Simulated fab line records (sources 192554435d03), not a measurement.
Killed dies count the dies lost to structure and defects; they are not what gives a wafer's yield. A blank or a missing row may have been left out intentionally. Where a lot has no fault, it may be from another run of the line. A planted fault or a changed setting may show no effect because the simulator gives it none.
Tool commonality check || flow n5-finfet || Sample size 9 lots and 27 wafers

REASON IT WAS OPENED
Flagged at N5_SD_EPI_N_CD_MEAS_09: reading cd-nm, on 2 of 9 lots. No-fault wafers: 120.1 nm, standard deviation 0.73.
Rule: a lot is flagged in two cases, either no wafer of it has a number, or all its wafers with numbers fall more than 4 standard deviations from that mean. The rest of the lots are taken to be sound.

{"lot": "L589", "measured": "day 2 23:23", "on": "cd-sem-01", "cd-nm (nm), wafer by wafer": "120.4 120.5 120.8", "flag": ""}
{"lot": "L590", "measured": "day 3 07:20", "on": "cd-sem-02", "cd-nm (nm), wafer by wafer": "120.9 119.8 120.9", "flag": ""}
{"lot": "L592", "measured": "day 3 22:15", "on": "cd-sem-02", "cd-nm (nm), wafer by wafer": "119.3 119.9 119.5", "flag": ""}
{"lot": "L593", "measured": "day 4 00:12", "on": "cd-sem-02", "cd-nm (nm), wafer by wafer": "120.9 119.3 119.7", "flag": ""}
{"lot": "L595", "measured": "day 4 15:31", "on": "cd-sem-02", "cd-nm (nm), wafer by wafer": "119.8 119.1 119.4", "flag": ""}
{"lot": "L596", "measured": "day 4 20:23", "on": "cd-sem-03", "cd-nm (nm), wafer by wafer": "120.4 120.2 118.8", "flag": ""}
{"lot": "L601", "measured": "day 6 00:44", "on": "cd-sem-01", "cd-nm (nm), wafer by wafer": "115.8 115.6 114.9", "flag": "FLAGGED"}
{"lot": "L604", "measured": "day 6 21:50", "on": "cd-sem-02", "cd-nm (nm), wafer by wafer": "115.5 116.0 115.6", "flag": "FLAGGED"}
{"lot": "L611", "measured": "day 8 12:16", "on": "cd-sem-02", "cd-nm (nm), wafer by wafer": "120.3 119.1 120.6", "flag": ""}
The mean of the flagged lots' numbers is 115.6 nm, -4.5 nm from the usual (-6 standard deviations).

EACH LOT AND THE TOOL IT RAN ON
The record holds 3 process steps before the reading, out of a route of 1938 steps. Each cell gives the tool, then ch followed by the chambers the sampled wafers passed through, then the start.
{"lot": "L589", "flag": "", "N5_DUMMY_GATE_ETCH_42": "rie-diel-02 ch 0,1, day 2 22:17", "N5_SPACER0_ALD_00": "ald-sin-01 ch 0,1,3, day 2 22:42", "N5_SD_EPI_N_PEB_07": "litho-track-03 ch 0, day 2 23:20"}
{"lot": "L590", "flag": "", "N5_DUMMY_GATE_ETCH_42": "rie-diel-06 ch 0,2, day 3 06:14", "N5_SPACER0_ALD_00": "ald-sin-03 ch 1,2, day 3 06:39", "N5_SD_EPI_N_PEB_07": "litho-track-03 ch 0, day 3 07:17"}
{"lot": "L592", "flag": "", "N5_DUMMY_GATE_ETCH_42": "rie-diel-04 ch 0,1,3, day 3 21:08", "N5_SPACER0_ALD_00": "ald-sin-03 ch 0,3, day 3 21:34", "N5_SD_EPI_N_PEB_07": "litho-track-03 ch 0, day 3 22:11"}
{"lot": "L593", "flag": "", "N5_DUMMY_GATE_ETCH_42": "rie-diel-02 ch 0,1,3, day 3 22:58", "N5_SPACER0_ALD_00": "ald-sin-04 ch 0,1,2, day 3 23:23", "N5_SD_EPI_N_PEB_07": "litho-track-05 ch 0, day 4 00:08"}
{"lot": "L595", "flag": "", "N5_DUMMY_GATE_ETCH_42": "rie-diel-04 ch 0,1, day 4 14:20", "N5_SPACER0_ALD_00": "ald-sin-03 ch 1,3, day 4 14:50", "N5_SD_EPI_N_PEB_07": "litho-track-01 ch 0, day 4 15:27"}
{"lot": "L596", "flag": "", "N5_DUMMY_GATE_ETCH_42": "rie-diel-06 ch 1,3, day 4 19:08", "N5_SPACER0_ALD_00": "ald-sin-01 ch 0,1, day 4 19:34", "N5_SD_EPI_N_PEB_07": "litho-track-01 ch 0, day 4 20:19"}
{"lot": "L601", "flag": "FLAGGED", "N5_DUMMY_GATE_ETCH_42": "rie-diel-02 ch 0,1,2, day 5 23:30", "N5_SPACER0_ALD_00": "ald-sin-04 ch 0,1, day 5 23:56", "N5_SD_EPI_N_PEB_07": "litho-track-03 ch 0, day 6 00:40"}
{"lot": "L604", "flag": "FLAGGED", "N5_DUMMY_GATE_ETCH_42": "rie-diel-02 ch 1,2,3, day 6 20:44", "N5_SPACER0_ALD_00": "ald-sin-04 ch 2,3, day 6 21:09", "N5_SD_EPI_N_PEB_07": "litho-track-03 ch 0, day 6 21:46"}
{"lot": "L611", "flag": "", "N5_DUMMY_GATE_ETCH_42": "rie-diel-06 ch 0,2,3, day 8 10:46", "N5_SPACER0_ALD_00": "ald-sin-03 ch 1,2, day 8 11:16", "N5_SD_EPI_N_PEB_07": "litho-track-01 ch 0, day 8 12:13"}
What is done by these steps:
- N5_DUMMY_GATE_ETCH_42: etches SiO2 in CHF3/O2, target depth 3.5 nm, time 31 s.
- N5_SPACER0_ALD_00: deposits SiOCN, target thk 3.5 nm, pulse time 3 s, purge time 2 s.
- N5_SD_EPI_N_PEB_07: peb time 60 s.
- N5_SD_EPI_N_CD_MEAS_09: target cd 120 nm.

FLAGGED AGAINST TOTAL, ONE TOOL AT A TIME (gauges that did the reading follow at the end)
{"step": "N5_DUMMY_GATE_ETCH_42", "tool": "rie-diel-02", "lots run": 4, "flagged": 2, "share of the flagged lots": "all", "sound lots run after its first flagged lot": 0}
{"step": "N5_DUMMY_GATE_ETCH_42", "tool": "rie-diel-04", "lots run": 2, "flagged": 0, "share of the flagged lots": "none", "sound lots run after its first flagged lot": "-"}
{"step": "N5_DUMMY_GATE_ETCH_42", "tool": "rie-diel-06", "lots run": 3, "flagged": 0, "share of the flagged lots": "none", "sound lots run after its first flagged lot": "-"}
{"step": "N5_SPACER0_ALD_00", "tool": "ald-sin-01", "lots run": 2, "flagged": 0, "share of the flagged lots": "none", "sound lots run after its first flagged lot": "-"}
{"step": "N5_SPACER0_ALD_00", "tool": "ald-sin-03", "lots run": 4, "flagged": 0, "share of the flagged lots": "none", "sound lots run after its first flagged lot": "-"}
{"step": "N5_SPACER0_ALD_00", "tool": "ald-sin-04", "lots run": 3, "flagged": 2, "share of the flagged lots": "all", "sound lots run after its first flagged lot": 0}
{"step": "N5_SD_EPI_N_PEB_07", "tool": "litho-track-01", "lots run": 3, "flagged": 0, "share of the flagged lots": "none", "sound lots run after its first flagged lot": "-"}
{"step": "N5_SD_EPI_N_PEB_07", "tool": "litho-track-03", "lots run": 5, "flagged": 2, "share of the flagged lots": "all", "sound lots run after its first flagged lot": 0}
{"step": "N5_SD_EPI_N_PEB_07", "tool": "litho-track-05", "lots run": 1, "flagged": 0, "share of the flagged lots": "none", "sound lots run after its first flagged lot": "-"}
{"step": "N5_SD_EPI_N_CD_MEAS_09", "tool": "cd-sem-01", "lots run": 2, "flagged": 1, "share of the flagged lots": "some", "sound lots run after its first flagged lot": 0}
{"step": "N5_SD_EPI_N_CD_MEAS_09", "tool": "cd-sem-02", "lots run": 6, "flagged": 1, "share of the flagged lots": "some", "sound lots run after its first flagged lot": "1 (L611)"}
{"step": "N5_SD_EPI_N_CD_MEAS_09", "tool": "cd-sem-03", "lots run": 1, "flagged": 0, "share of the flagged lots": "none", "sound lots run after its first flagged lot": "-"}

THE TABLE: WHAT IT ALLOWS
Rows of the table that ran every flagged lot, 3 in all: rie-diel-02 at N5_DUMMY_GATE_ETCH_42, ald-sin-04 at N5_SPACER0_ALD_00, litho-track-03 at N5_SD_EPI_N_PEB_07.
- rie-diel-02 at N5_DUMMY_GATE_ETCH_42 ran 4 lots, 2 of them flagged. Its last sound lot is L593 (day 3 22:58), its first flagged lot L601 (day 5 23:30): a fault that began between those two fits.
- ald-sin-04 at N5_SPACER0_ALD_00 ran 3 lots, 2 of them flagged. Its last sound lot is L593 (day 3 23:23), its first flagged lot L601 (day 5 23:56): a fault that began between those two fits.
- litho-track-03 at N5_SD_EPI_N_PEB_07 ran 5 lots, 2 of them flagged. Its last sound lot is L592 (day 3 22:11), its first flagged lot L601 (day 6 00:40): a fault that began between those two fits. Its own readings (plate-temp-C) fall more than 4 standard deviations out on all wafers of the flagged lots.
Because each of these 3 tools fits a fault that began at some hour, counting lots does not separate them. More lots, or a look at what each step does to the wafer, might.

WHAT THE SIMULATOR HAD INSERTED
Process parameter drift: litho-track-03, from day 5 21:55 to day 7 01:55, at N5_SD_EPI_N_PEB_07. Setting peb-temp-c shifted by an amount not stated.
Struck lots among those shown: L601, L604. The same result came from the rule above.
